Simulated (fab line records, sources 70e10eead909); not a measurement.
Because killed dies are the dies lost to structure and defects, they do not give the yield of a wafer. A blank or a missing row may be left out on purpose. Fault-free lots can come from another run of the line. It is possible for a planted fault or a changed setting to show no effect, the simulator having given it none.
Which tool was responsible? | flow nandHarc | 24 lots, 72 wafers sampled, at 6 steps of a route of 1302

== WHAT EACH GAUGE READ, for each wafer ==
NHARC_A_BONDPAD_CD_MEAS_09: the cd target is 500 nm.
lot  | measured     | on       | cdNm (nm)
L074 | day 23 00:08 | cdSem-02 | 496.2 498.7 501.0
L075 | day 23 02:34 | cdSem-01 | 500.9 502.6 501.2
L076 | day 23 18:56 | cdSem-02 | 500.8 501.6 499.7
L078 | day 24 05:28 | cdSem-01 | 499.0 499.2 500.4
L077 | day 24 06:04 | cdSem-02 | 498.0 496.4 498.0
L080 | day 24 19:09 | cdSem-03 | 499.4 498.8 498.4
L079 | day 24 20:50 | cdSem-02 | 497.5 498.7 500.7
L081 | day 26 00:11 | cdSem-02 | 497.7 500.8 497.1
L083 | day 26 13:07 | cdSem-01 | 498.1 499.3 502.3
L082 | day 26 16:39 | cdSem-03 | 496.1 496.6 500.1
L085 | day 27 03:39 | cdSem-02 | 501.0 496.8 497.2
L084 | day 27 04:52 | cdSem-03 | 499.5 499.1 499.5
L087 | day 28 00:43 | cdSem-02 | 496.8 497.1 500.6
L086 | day 28 02:10 | cdSem-03 | 501.0 501.4 505.4
L088 | day 28 14:39 | cdSem-03 | 497.9 497.6 499.8
L089 | day 28 15:37 | cdSem-02 | 499.9 505.1 498.7
L090 | day 30 05:53 | cdSem-01 | 498.6 499.9 500.4
L091 | day 30 11:17 | cdSem-03 | 498.4 497.4 496.6
L093 | day 30 17:16 | cdSem-01 | 497.9 496.8 499.4
L092 | day 30 22:04 | cdSem-02 | 499.4 499.6 498.9
L094 | day 31 01:56 | cdSem-03 | 499.8 501.1 500.1
L095 | day 31 20:04 | cdSem-03 | 500.8 502.5 499.0
L096 | day 32 06:56 | cdSem-01 | 499.0 502.6 500.4
L097 | day 32 12:11 | cdSem-01 | 500.7 499.7 499.7

NHARC_A_BONDPAD_THK_MEAS_20: measures by xrf.
lot  | measured     | on           | thkNm (nm)
L074 | day 23 02:42 | filmMetro-01 | 168.4 168.4 170.0
L075 | day 23 05:27 | filmMetro-01 | 168.7 172.1 170.4
L076 | day 23 21:30 | filmMetro-01 | 167.9 170.8 172.1
L078 | day 24 08:02 | filmMetro-02 | 168.1 165.7 168.8
L077 | day 24 08:37 | filmMetro-01 | 169.3 169.5 168.2
L080 | day 24 21:43 | filmMetro-01 | 169.4 169.9 170.6
L079 | day 24 23:25 | filmMetro-01 | 169.6 169.5 171.3
L081 | day 26 02:46 | filmMetro-02 | 170.2 170.7 170.3
L083 | day 26 15:40 | filmMetro-01 | 172.4 171.6 169.8
L082 | day 26 19:13 | filmMetro-01 | 170.3 169.9 167.8
L085 | day 27 06:13 | filmMetro-02 | 171.6 169.2 168.1
L084 | day 27 07:26 | filmMetro-02 | 171.6 171.6 171.3
L087 | day 28 03:20 | filmMetro-01 | 170.0 171.3 170.2
L086 | day 28 04:44 | filmMetro-02 | 171.2 167.3 168.6
L088 | day 28 17:13 | filmMetro-02 | 170.4 171.6 169.8
L089 | day 28 18:10 | filmMetro-02 | 170.2 167.1 170.0
L090 | day 30 08:28 | filmMetro-02 | 168.0 168.9 166.9
L091 | day 30 13:50 | filmMetro-01 | 172.5 170.8 172.8
L093 | day 30 19:49 | filmMetro-01 | 170.2 169.6 168.0
L092 | day 31 00:37 | filmMetro-02 | 168.8 172.4 170.1
L094 | day 31 04:29 | filmMetro-01 | 172.4 170.9 170.4
L095 | day 31 22:40 | filmMetro-01 | 169.7 169.5 169.7
L096 | day 32 09:47 | filmMetro-02 | 170.3 170.5 167.7
L097 | day 32 14:44 | filmMetro-02 | 167.6 170.6 170.7

== EACH LOT AND THE TOOL THAT RAN IT (in order: tool; ch and the chambers of the sampled wafers; start) ==
lot  | NHARC_A_M1_ETCH_15                           | NHARC_A_M1_DEGAS_29         | NHARC_A_M1_PRE_CLEAN_32         | NHARC_A_BONDPAD_PVD_17
L074 | rieDiel-02 ch 0,2,3, day 22 20:39 or earlier | pvdSputter-01, day 22 20:39 | pecvd-04 ch 0,2, day 22 22:17   | pvdSputter-02, day 23 02:42 or earlier
L075 | rieDiel-02 ch 1,2,3, day 22 22:37 or earlier | pvdSputter-03, day 22 22:37 | pecvd-01 ch 1,2, day 23 00:33   | pvdSputter-01, day 23 05:27 or earlier
L076 | rieDiel-02 ch 1,2,3, day 23 15:28 or earlier | pvdSputter-03, day 23 15:28 | pecvd-01 ch 0,1,2, day 23 17:05 | pvdSputter-01, day 23 21:30 or earlier
L078 | rieDiel-02 ch 0,1,3, day 24 01:59 or earlier | pvdSputter-03, day 24 01:59 | pecvd-04 ch 0,2, day 24 03:37   | pvdSputter-02, day 24 08:02 or earlier
L077 | rieDiel-02 ch 1,2, day 24 02:26 or earlier   | pvdSputter-01, day 24 02:26 | pecvd-04 ch 0,2, day 24 04:13   | pvdSputter-03, day 24 08:37 or earlier
L080 | rieDiel-04 ch 0,1,3, day 24 15:48 or earlier | pvdSputter-01, day 24 15:48 | pecvd-01 ch 1,2, day 24 17:25   | pvdSputter-01, day 24 21:43 or earlier
L079 | rieDiel-02 ch 0,1, day 24 17:29 or earlier   | pvdSputter-02, day 24 17:29 | pecvd-03 ch 0,2, day 24 19:07   | pvdSputter-02, day 24 23:25 or earlier
L081 | rieDiel-06 ch 0,1, day 25 20:43 or earlier   | pvdSputter-03, day 25 20:43 | pecvd-01 ch 0,1,2, day 25 22:22 | pvdSputter-03, day 26 02:46 or earlier
L083 | rieDiel-06 ch 0,2, day 26 09:38 or earlier   | pvdSputter-03, day 26 09:38 | pecvd-04 ch 1,2, day 26 11:14   | pvdSputter-02, day 26 15:40 or earlier
L082 | rieDiel-04 ch 0,2,3, day 26 13:18 or earlier | pvdSputter-03, day 26 13:18 | pecvd-01 ch 1,2, day 26 14:56   | pvdSputter-03, day 26 19:13 or earlier
L085 | rieDiel-06 ch 1,2,3, day 27 00:11 or earlier | pvdSputter-01, day 27 00:11 | pecvd-01 ch 0,1,2, day 27 01:47 | pvdSputter-02, day 27 06:13 or earlier
L084 | rieDiel-06 ch 0,2,3, day 27 01:23 or earlier | pvdSputter-03, day 27 01:23 | pecvd-01 ch 0,2, day 27 03:01   | pvdSputter-03, day 27 07:26 or earlier
L087 | rieDiel-06 ch 0,2,3, day 27 21:14 or earlier | pvdSputter-03, day 27 21:14 | pecvd-01 ch 0,1, day 27 22:51   | pvdSputter-03, day 28 03:20 or earlier
L086 | rieDiel-04 ch 1,2,3, day 27 22:40 or earlier | pvdSputter-03, day 27 22:40 | pecvd-01 ch 0,1, day 28 00:17   | pvdSputter-03, day 28 04:44 or earlier
L088 | rieDiel-04 ch 0,1,2, day 28 11:08 or earlier | pvdSputter-03, day 28 11:08 | pecvd-04 ch 0,1,2, day 28 12:48 | pvdSputter-01, day 28 17:13 or earlier
L089 | rieDiel-04 ch 0,3, day 28 11:58 or earlier   | pvdSputter-02, day 28 11:58 | pecvd-03 ch 0,1, day 28 13:37   | pvdSputter-02, day 28 18:10 or earlier
L090 | rieDiel-02 ch 0,1, day 30 02:23 or earlier   | pvdSputter-01, day 30 02:23 | pecvd-03 ch 1,2, day 30 04:02   | pvdSputter-02, day 30 08:28 or earlier
L091 | rieDiel-06 ch 0,3, day 30 07:40 or earlier   | pvdSputter-02, day 30 07:40 | pecvd-01 ch 0,1,2, day 30 09:19 | pvdSputter-01, day 30 13:50 or earlier
L093 | rieDiel-06 ch 0,1,3, day 30 13:54 or earlier | pvdSputter-03, day 30 13:54 | pecvd-03 ch 0,2, day 30 15:31   | pvdSputter-01, day 30 19:49 or earlier
L092 | rieDiel-02 ch 1,2,3, day 30 18:35 or earlier | pvdSputter-02, day 30 18:35 | pecvd-04 ch 0,1,2, day 30 20:13 | pvdSputter-02, day 31 00:37 or earlier
L094 | rieDiel-02 ch 1,2,3, day 30 22:27 or earlier | pvdSputter-01, day 30 22:27 | pecvd-01 ch 0,1,2, day 31 00:06 | pvdSputter-03, day 31 04:29 or earlier
L095 | rieDiel-02 ch 0,1,2, day 31 16:42 or earlier | pvdSputter-03, day 31 16:42 | pecvd-04 ch 0,2, day 31 18:19   | pvdSputter-02, day 31 22:40 or earlier
L096 | rieDiel-02 ch 0,3, day 32 03:25 or earlier   | pvdSputter-03, day 32 03:25 | pecvd-03 ch 0,1,2, day 32 05:05 | pvdSputter-01, day 32 09:47 or earlier
L097 | rieDiel-04 ch 0,1,2, day 32 08:50 or earlier | pvdSputter-03, day 32 08:50 | pecvd-01 ch 0,1, day 32 10:27   | pvdSputter-01, day 32 14:44 or earlier
- NHARC_A_M1_ETCH_15: etches the open film in C4F8/Ar, target depth 182.5 nm, time 91.2 s.
- NHARC_A_M1_DEGAS_29: time 60 s.
- NHARC_A_M1_PRE_CLEAN_32: time 12 s.
- NHARC_A_BONDPAD_PVD_17: deposits TaN, target thk 5 nm, time 8.06 s.

== WHAT THE TOOLS THEMSELVES READ (means of the sampled wafers that have a number; where no wafer has one, the mark that the record gives instead) ==
NHARC_A_M1_ETCH_15.
lot  | tool       | oesProductAu (a.u.) | rfVppV (V)
L074 | rieDiel-02 | 0.954               | 440.2
L075 | rieDiel-02 | 0.924               | 443.2
L076 | rieDiel-02 | 0.917               | 442.5
L078 | rieDiel-02 | 0.937               | 441.6
L077 | rieDiel-02 | 0.921               | 443.4
L080 | rieDiel-04 | 0.928               | 443.0
L079 | rieDiel-02 | 0.978               | 440.8
L081 | rieDiel-06 | 0.942               | 440.7
L083 | rieDiel-06 | 0.969               | 439.7
L082 | rieDiel-04 | 0.965               | 444.5
L085 | rieDiel-06 | 0.919               | 440.2
L084 | rieDiel-06 | 0.958               | 438.5
L087 | rieDiel-06 | 0.926               | 439.8
L086 | rieDiel-04 | 0.929               | 443.1
L088 | rieDiel-04 | 0.920               | 442.5
L089 | rieDiel-04 | 0.966               | 444.4
L090 | rieDiel-02 | 0.978               | 442.3
L091 | rieDiel-06 | 0.950               | 437.5
L093 | rieDiel-06 | 0.970               | 440.4
L092 | rieDiel-02 | 0.930               | 443.0
L094 | rieDiel-02 | 0.958               | 443.0
L095 | rieDiel-02 | 0.960               | 441.3
L096 | rieDiel-02 | 0.925               | 439.9
L097 | rieDiel-04 | 0.973               | 442.6

NHARC_A_M1_DEGAS_29.
lot  | tool          | heaterPowerW (W)
L074 | pvdSputter-01 | 321
L075 | pvdSputter-03 | 325
L076 | pvdSputter-03 | 325
L078 | pvdSputter-03 | 303
L077 | pvdSputter-01 | 316
L080 | pvdSputter-01 | 325
L079 | pvdSputter-02 | 365
L081 | pvdSputter-03 | 333
L083 | pvdSputter-03 | 316
L082 | pvdSputter-03 | 303
L085 | pvdSputter-01 | 327
L084 | pvdSputter-03 | 318
L087 | pvdSputter-03 | 324
L086 | pvdSputter-03 | 315
L088 | pvdSputter-03 | 301
L089 | pvdSputter-02 | 367
L090 | pvdSputter-01 | 307
L091 | pvdSputter-02 | 354
L093 | pvdSputter-03 | 301
L092 | pvdSputter-02 | 377
L094 | pvdSputter-01 | 344
L095 | pvdSputter-03 | 290
L096 | pvdSputter-03 | 289
L097 | pvdSputter-03 | 328

NHARC_A_M1_PRE_CLEAN_32.
lot  | tool     | heaterPowerW (W)
L074 | pecvd-04 | 521
L075 | pecvd-01 | 573
L076 | pecvd-01 | 626
L078 | pecvd-04 | 528
L077 | pecvd-04 | 577
L080 | pecvd-01 | 614
L079 | pecvd-03 | 630
L081 | pecvd-01 | 670
L083 | pecvd-04 | 585
L082 | pecvd-01 | 659
L085 | pecvd-01 | 602
L084 | pecvd-01 | 659
L087 | pecvd-01 | 698
L086 | pecvd-01 | 659
L088 | pecvd-04 | 581
L089 | pecvd-03 | 645
L090 | pecvd-03 | 530
L091 | pecvd-01 | 697
L093 | pecvd-03 | 614
L092 | pecvd-04 | 584
L094 | pecvd-01 | 674
L095 | pecvd-04 | 517
L096 | pecvd-03 | 568
L097 | pecvd-01 | 686

NHARC_A_BONDPAD_PVD_17.
lot  | tool          | biasV (V) | throttleValvePct (%)
L074 | pvdSputter-02 | 167.1     | 30.7
L075 | pvdSputter-01 | 169.1     | 30.0
L076 | pvdSputter-01 | 167.9     | 29.9
L078 | pvdSputter-02 | 166.7     | 30.2
L077 | pvdSputter-03 | 168.2     | 29.3
L080 | pvdSputter-01 | 168.2     | 29.5
L079 | pvdSputter-02 | 168.4     | 30.3
L081 | pvdSputter-03 | 169.8     | 29.7
L083 | pvdSputter-02 | 168.2     | 30.3
L082 | pvdSputter-03 | 168.1     | 29.9
L085 | pvdSputter-02 | 169.7     | 30.9
L084 | pvdSputter-03 | 169.0     | 29.9
L087 | pvdSputter-03 | 169.1     | 30.2
L086 | pvdSputter-03 | 168.8     | 29.8
L088 | pvdSputter-01 | 168.1     | 29.8
L089 | pvdSputter-02 | 167.5     | 29.3
L090 | pvdSputter-02 | 167.7     | 30.5
L091 | pvdSputter-01 | 167.9     | 29.6
L093 | pvdSputter-01 | 167.1     | 29.8
L092 | pvdSputter-02 | 169.1     | 30.0
L094 | pvdSputter-03 | 168.9     | 28.7
L095 | pvdSputter-02 | 167.5     | 29.8
L096 | pvdSputter-01 | 167.5     | 29.6
L097 | pvdSputter-01 | 169.1     | 30.3

== THE ANSWER, worked out from the rows above alone ==
Rule: the usual values come from the lots themselves. The widest of any qualifying gaps counts: lots, ordered by their means at a reading, are off when they make up no more than a third of the lots, leave a main group of 4 or more, and stand apart from it by 3 or more times the standard deviation of that group's means. A main group whose means are all the same, to the digits that the tables above print for the reading, isn't used. A lot without any number at a reading at which 4 lots or more have one is off too. The other lots that the step has rows for count as sound. First the gauges in route order, then the tools' own readings, where a lot's mean is used as printed above. The first step at which some lot is off is used, and at that step the reading that is off furthest; a lot without a number counts as furthest.
No lot is off on any of the readings shown, so nothing can be concluded from this.

== WHAT THE SIMULATOR HAD INSERTED ==
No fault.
